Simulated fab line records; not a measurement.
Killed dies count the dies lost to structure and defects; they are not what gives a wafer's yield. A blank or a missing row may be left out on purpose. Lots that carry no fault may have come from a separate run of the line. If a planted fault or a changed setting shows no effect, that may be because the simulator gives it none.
Matching of chambers    flow nand harc    NHARC_A_WL_FILL_ALD_19 on ald metal-03: 4 sister chambers
The step deposits TiN, target thk 2 nm, pulse time 3 s, ald cycles 100. 4 wafers are shown with their chamber, then 7 later ones without.

WAFERS, EACH WITH ITS CHAMBER
wafer   chamber  heater power w (W)
L088.2  0        890
L088.5  3        1246
L091.2  1        851
L091.5  2        977

WAFERS WITH NO CHAMBER GIVEN
wafer   heater power w (W)
L091.6  1208
L093.2  954
L093.3  936
L093.6  851
L095.3  946
L095.5  909
L095.6  1195

WHICH CHAMBER EACH WENT THROUGH
wafer   from the rows above           in truth
L091.6  3                             3
L093.2  can't be placed: 2 or 0       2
L093.3  can't be placed: 2 or 0 or 1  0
L093.6  can't be placed: 1 or 0       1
L095.3  can't be placed: 2 or 0 or 1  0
L095.5  can't be placed: 0 or 1 or 2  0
L095.6  3                             3
Correct placement for 2 of the 7. These rows do not allow placing 5 (true chamber among the candidates in 5). Wrongly placed: 0.
How it was worked out, from the rows above alone: a wafer's distance from a chamber is the root of the sum, over the readings, of the square of ((its reading less the chamber's mean) divided by the reading's scatter). If the next closest chamber is less than 2 further off than the closest, the wafer can't be placed; otherwise it belongs to the closest. Each chamber's mean is taken over the wafers shown for it. The scatter: root of mean squared gap, hidden wafer to nearest shown wafer, with one shown wafer a chamber.
